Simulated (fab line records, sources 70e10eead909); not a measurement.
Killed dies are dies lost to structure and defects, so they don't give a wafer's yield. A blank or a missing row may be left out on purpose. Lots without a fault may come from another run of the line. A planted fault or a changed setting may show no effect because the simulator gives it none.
A struck lot beside a sound one | flow nand_harc | 15 steps out of a route of 1302
Sound: wafers L351.2, L351.3, L351.4. Struck: wafers L358.1, L358.3, L358.6. The cause comes at the end.
At each step with rows: each side's tool, then ch and its chambers, then its first start. Under that, the readings that differ: sound wafers | struck wafers | difference of the means | sigmas: that difference in standard deviations of wafers without a fault.
alike: readings whose means differ by less than 2 such deviations, and words and numbers that are the same on both sides. not compared: withheld readings, readings that some wafer has no value for, bounds like >300 that may hide the same value, and numbers for which the record gives no deviation and whose values overlap.
The two part at a step that has a row with sigmas, a row that says differs or no value, or rows on one side only. Numbers that don't overlap but have no deviation are shown without sigmas and don't part them. A reading that every wafer of one side lacks parts them only if that side has two wafers or more.

first, 7 steps without rows for these wafers: NHARC_A_BLC_COAT_03 (time 65 s); NHARC_A_BLC_COAT_04 (resist thk 90 nm); NHARC_A_BLC_SOFTBAKE_05 (time 55 s); NHARC_A_BLC_EBR_06; NHARC_A_BLC_EXPOSE_07 (exposes mask A BLC, target cd 100 nm); NHARC_A_BLC_PEB_08 (peb time 65 s); NHARC_A_BLC_DEVELOP_09 (develop time 35 s).
NHARC_A_BLC_CD_MEAS_10: target cd 100 nm.
  sound on cd_sem-03 ch 0, day 25 19:42; struck on cd_sem-02 ch 0, day 29 14:29
  alike: cd_nm
NHARC_A_BLC_OVL_MEAS_11:
  sound on overlay-02, day 25 19:47; struck on overlay-01, day 29 14:35
  alike: overlay_x_nm, overlay_y_nm
NHARC_A_BLC_INSPECT_12:
  sound on defect_inspect-02, day 25 19:49; struck on defect_inspect-02, day 29 14:37
  alike: raw_defect_count
NHARC_A_BLC_DESCUM_15: chemistry O2, time 3 s.
  sound on rie_diel-01 ch 1,2,3, day 25 19:53; struck on rie_diel-01 ch 1,2,3, day 29 14:41
  alike: chamber_pressure_mTorr, drypump_motor_current_A, oes_product_au, rf_vpp_V, showerhead_plenum_p_Torr, throttle_valve_pct
  not compared: rf_hours_counter_h
NHARC_A_BLC_ETCH_16: etches the open film in CF4, target depth 39 nm, time 65 s.
  sound on rie_diel-01 ch 0,2,3, day 25 19:58; struck on rie_diel-01 ch 0,3, day 29 14:46
  alike: chamber_pressure_mTorr, drypump_motor_current_A, oes_product_au, rf_vpp_V, run_length_s, showerhead_plenum_p_Torr, throttle_valve_pct
  not compared: rf_hours_counter_h
NHARC_A_BLC_ETCH_17: etches the open film in N2/H2, target depth 390 nm, time 609.38 s.
  sound on rie_diel-01 ch 0,1,3, day 25 20:06; struck on rie_diel-01 ch 0,1,3, day 29 14:56
  reading          | sound             | struck            | difference | sigmas
  run_length_s (s) | 630.0 629.9 630.6 | 613.6 613.6 614.4 | -16.3      | -33
  alike: chamber_pressure_mTorr, drypump_motor_current_A, oes_product_au, rf_vpp_V, showerhead_plenum_p_Torr, throttle_valve_pct
  not compared: rf_hours_counter_h
NHARC_A_BLC_ETCH_18: etches the open film in C4F8/O2/Ar, target depth 910 nm.
  sound on rie_diel-01 ch 1,2,3; struck on rie_diel-01 ch 0,1,3
  alike: chamber_pressure_mTorr, oes_product_au, rf_vpp_V
  not compared: rf_hours_counter_h
-- the record jumps here: 2 days lie between the struck wafers' starts before and after (it left off in module A_BLC and takes up again in module END, whose first step shown is number 1302 of the route) --
NHARC_END_SORT_01:
  sound on prober-01 ch 0, day 27 13:45; struck on prober-01 ch 0, day 31 17:33
  alike: killed_at_array, killed_at_other, killed_at_periphery, killed_dies, killed_open, killed_short

WHERE THEY PART
Only at NHARC_A_BLC_ETCH_17, within this record. Later steps at which nothing parts them and some readings are alike: NHARC_A_BLC_ETCH_18, NHARC_END_SORT_01.

WHY: what the simulator had put in
Process parameter drift: rie_diel-01, from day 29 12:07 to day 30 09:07, at NHARC_A_BLC_ETCH_17. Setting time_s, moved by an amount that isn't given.
